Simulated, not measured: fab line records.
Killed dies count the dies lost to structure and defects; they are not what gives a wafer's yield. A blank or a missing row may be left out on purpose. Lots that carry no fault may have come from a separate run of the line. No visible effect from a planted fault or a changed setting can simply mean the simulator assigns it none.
Matching of chambers || flow n5 finfet || 4 sister chambers for N5_BEOL_M0_SAQP_ETCH_106 on rie diel-05
The step etches SOC in N2/H2, stops on SiNx, target depth 150 nm. 4 wafers are shown with their chamber, then 7 later ones without.

== EACH WAFER AND ITS CHAMBER ==
{"wafer": "L078.4", "chamber": 2, "showerhead plenum p Torr (Torr)": 2.50}
{"wafer": "L080.6", "chamber": 3, "showerhead plenum p Torr (Torr)": 2.66}
{"wafer": "L082.1", "chamber": 1, "showerhead plenum p Torr (Torr)": 2.53}
{"wafer": "L082.5", "chamber": 0, "showerhead plenum p Torr (Torr)": 2.66}

== WAFERS WITHOUT THEIR CHAMBER ==
{"wafer": "L082.6", "showerhead plenum p Torr (Torr)": 2.53}
{"wafer": "L086.1", "showerhead plenum p Torr (Torr)": 2.65}
{"wafer": "L086.4", "showerhead plenum p Torr (Torr)": 2.53}
{"wafer": "L086.5", "showerhead plenum p Torr (Torr)": 2.53}
{"wafer": "L087.4", "showerhead plenum p Torr (Torr)": 2.65}
{"wafer": "L087.5", "showerhead plenum p Torr (Torr)": 2.66}
{"wafer": "L087.6", "showerhead plenum p Torr (Torr)": 2.49}

== WHICH CHAMBER EACH ONE RAN IN ==
{"wafer": "L082.6", "from the rows above": 1, "in truth": 1}
{"wafer": "L086.1", "from the rows above": "can't be placed: 0 or 3", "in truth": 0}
{"wafer": "L086.4", "from the rows above": 1, "in truth": 1}
{"wafer": "L086.5", "from the rows above": 1, "in truth": 1}
{"wafer": "L087.4", "from the rows above": "can't be placed: 0 or 3", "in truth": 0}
{"wafer": "L087.5", "from the rows above": "can't be placed: 0 or 3", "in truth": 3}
{"wafer": "L087.6", "from the rows above": 2, "in truth": 2}
Correctly placed: 4 of 7. Cannot be placed on the basis of these rows: 3; the candidates contain the true chamber in 3. Placed wrongly: 0.
How it was worked out, from the rows above alone: a wafer's distance from a chamber is the root of the sum, over the readings, of the square of ((its reading less the chamber's mean) divided by the reading's scatter). The wafer belongs to the nearest chamber; if the next one is less than 2 further off, it can't be placed. The mean given for a chamber averages the wafers shown for that chamber. The scatter: root of mean squared gap, hidden wafer to nearest shown wafer, with one shown wafer a chamber.
